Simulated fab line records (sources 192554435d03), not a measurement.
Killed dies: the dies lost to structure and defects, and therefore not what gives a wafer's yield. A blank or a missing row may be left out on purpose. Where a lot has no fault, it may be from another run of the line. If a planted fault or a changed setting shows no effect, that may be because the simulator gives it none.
Chamber matching :: flow n5_finfet :: N5_BEOL_M7_DEP_56 on pecvd-03 has 3 sister chambers
The step deposits SiCN from 3MS/NH3, target thk 10 nm, time 17.5 s. 30 wafers are shown with their chamber, then 12 later ones without.

## WAFERS, EACH WITH ITS CHAMBER
wafer: L074.1
chamber: 0
throttle_valve_pct (%): 9.2
showerhead_plenum_p_Torr (Torr): 3.667

wafer: L074.3
chamber: 2
throttle_valve_pct (%): 8.6
showerhead_plenum_p_Torr (Torr): 3.654

wafer: L074.5
chamber: 2
throttle_valve_pct (%): 8.7
showerhead_plenum_p_Torr (Torr): 3.649

wafer: L080.1
chamber: 2
throttle_valve_pct (%): 8.7
showerhead_plenum_p_Torr (Torr): 3.650

wafer: L080.5
chamber: 0
throttle_valve_pct (%): 8.9
showerhead_plenum_p_Torr (Torr): 3.648

wafer: L080.6
chamber: 2
throttle_valve_pct (%): 8.6
showerhead_plenum_p_Torr (Torr): 3.668

wafer: L082.1
chamber: 2
throttle_valve_pct (%): 8.9
showerhead_plenum_p_Torr (Torr): 3.654

wafer: L082.3
chamber: 1
throttle_valve_pct (%): 8.7
showerhead_plenum_p_Torr (Torr): 3.655

wafer: L082.5
chamber: 1
throttle_valve_pct (%): 9.1
showerhead_plenum_p_Torr (Torr): 3.663

wafer: L083.1
chamber: 0
throttle_valve_pct (%): 8.9
showerhead_plenum_p_Torr (Torr): 3.656

wafer: L083.2
chamber: 1
throttle_valve_pct (%): 9.1
showerhead_plenum_p_Torr (Torr): 3.654

wafer: L083.5
chamber: 1
throttle_valve_pct (%): 8.9
showerhead_plenum_p_Torr (Torr): 3.658

wafer: L084.1
chamber: 2
throttle_valve_pct (%): 8.9
showerhead_plenum_p_Torr (Torr): 3.656

wafer: L084.3
chamber: 0
throttle_valve_pct (%): 9.0
showerhead_plenum_p_Torr (Torr): 3.655

wafer: L084.4
chamber: 1
throttle_valve_pct (%): 9.0
showerhead_plenum_p_Torr (Torr): 3.658

wafer: L086.1
chamber: 1
throttle_valve_pct (%): 8.8
showerhead_plenum_p_Torr (Torr): 3.656

wafer: L086.3
chamber: 0
throttle_valve_pct (%): 9.2
showerhead_plenum_p_Torr (Torr): 3.646

wafer: L086.5
chamber: 0
throttle_valve_pct (%): 8.8
showerhead_plenum_p_Torr (Torr): 3.657

wafer: L087.1
chamber: 0
throttle_valve_pct (%): 8.8
showerhead_plenum_p_Torr (Torr): 3.653

wafer: L087.2
chamber: 1
throttle_valve_pct (%): 8.8
showerhead_plenum_p_Torr (Torr): 3.653

wafer: L087.3
chamber: 2
throttle_valve_pct (%): 8.9
showerhead_plenum_p_Torr (Torr): 3.654

wafer: L089.1
chamber: 1
throttle_valve_pct (%): 8.7
showerhead_plenum_p_Torr (Torr): 3.652

wafer: L089.2
chamber: 0
throttle_valve_pct (%): 9.1
showerhead_plenum_p_Torr (Torr): 3.662

wafer: L089.5
chamber: 2
throttle_valve_pct (%): 9.0
showerhead_plenum_p_Torr (Torr): 3.658

wafer: L090.2
chamber: 1
throttle_valve_pct (%): 8.8
showerhead_plenum_p_Torr (Torr): 3.655

wafer: L090.4
chamber: 1
throttle_valve_pct (%): 8.9
showerhead_plenum_p_Torr (Torr): 3.663

wafer: L090.6
chamber: 2
throttle_valve_pct (%): 9.1
showerhead_plenum_p_Torr (Torr): 3.656

wafer: L091.1
chamber: 1
throttle_valve_pct (%): 8.6
showerhead_plenum_p_Torr (Torr): 3.656

wafer: L091.2
chamber: 0
throttle_valve_pct (%): 9.1
showerhead_plenum_p_Torr (Torr): 3.650

wafer: L091.6
chamber: 1
throttle_valve_pct (%): 8.8
showerhead_plenum_p_Torr (Torr): 3.654

SIGNATURES (means of the wafers above)
reading: throttle_valve_pct
chamber 0: 9.000
chamber 1: 8.850
chamber 2: 8.822
scatter within a chamber: 0.164

reading: showerhead_plenum_p_Torr
chamber 0: 3.65489
chamber 1: 3.65642
chamber 2: 3.65544
scatter within a chamber: 0.00523
Rule: distance of a wafer from a chamber = root of the sum over the readings of ((wafer's reading minus chamber's mean) / reading's scatter) squared. The wafer belongs to the nearest chamber; if the next one is less than 2 further off, it can't be placed. The scatter is the square root of a quotient: the sum, over the shown wafers, of each reading's squared deviation from its chamber's mean, divided by wafers minus chambers.

## WAFERS WHOSE CHAMBER IS MISSING
wafer: L092.1
throttle_valve_pct (%): 9.0
showerhead_plenum_p_Torr (Torr): 3.658

wafer: L092.2
throttle_valve_pct (%): 8.7
showerhead_plenum_p_Torr (Torr): 3.662

wafer: L092.3
throttle_valve_pct (%): 9.3
showerhead_plenum_p_Torr (Torr): 3.649

wafer: L093.1
throttle_valve_pct (%): 8.8
showerhead_plenum_p_Torr (Torr): 3.648

wafer: L093.2
throttle_valve_pct (%): 9.3
showerhead_plenum_p_Torr (Torr): 3.653

wafer: L093.3
throttle_valve_pct (%): 9.0
showerhead_plenum_p_Torr (Torr): 3.648

wafer: L095.1
throttle_valve_pct (%): 9.1
showerhead_plenum_p_Torr (Torr): 3.654

wafer: L095.3
throttle_valve_pct (%): 9.0
showerhead_plenum_p_Torr (Torr): 3.653

wafer: L095.6
throttle_valve_pct (%): 8.7
showerhead_plenum_p_Torr (Torr): 3.643

wafer: L096.2
throttle_valve_pct (%): 8.9
showerhead_plenum_p_Torr (Torr): 3.650

wafer: L096.3
throttle_valve_pct (%): 9.0
showerhead_plenum_p_Torr (Torr): 3.656

wafer: L096.6
throttle_valve_pct (%): 8.9
showerhead_plenum_p_Torr (Torr): 3.658

## EACH ONE'S CHAMBER
wafer: L092.1
from the rows above: can't be placed: 0 or 1 or 2
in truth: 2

wafer: L092.2
from the rows above: can't be placed: 1 or 2 or 0
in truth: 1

wafer: L092.3
from the rows above: can't be placed: 0 or 1 or 2
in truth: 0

wafer: L093.1
from the rows above: can't be placed: 2 or 1 or 0
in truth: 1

wafer: L093.2
from the rows above: can't be placed: 0 or 1 or 2
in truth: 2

wafer: L093.3
from the rows above: can't be placed: 0 or 2 or 1
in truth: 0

wafer: L095.1
from the rows above: can't be placed: 0 or 1 or 2
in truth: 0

wafer: L095.3
from the rows above: can't be placed: 0 or 1 or 2
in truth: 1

wafer: L095.6
from the rows above: can't be placed: 2 or 1 or 0
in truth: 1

wafer: L096.2
from the rows above: can't be placed: 0 or 2 or 1
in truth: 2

wafer: L096.3
from the rows above: can't be placed: 0 or 1 or 2
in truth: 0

wafer: L096.6
from the rows above: can't be placed: 1 or 2 or 0
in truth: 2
Placed correctly: 0 of 12. Cannot be placed on the basis of these rows: 12; the candidates contain the true chamber in 12. 0 placed wrongly.
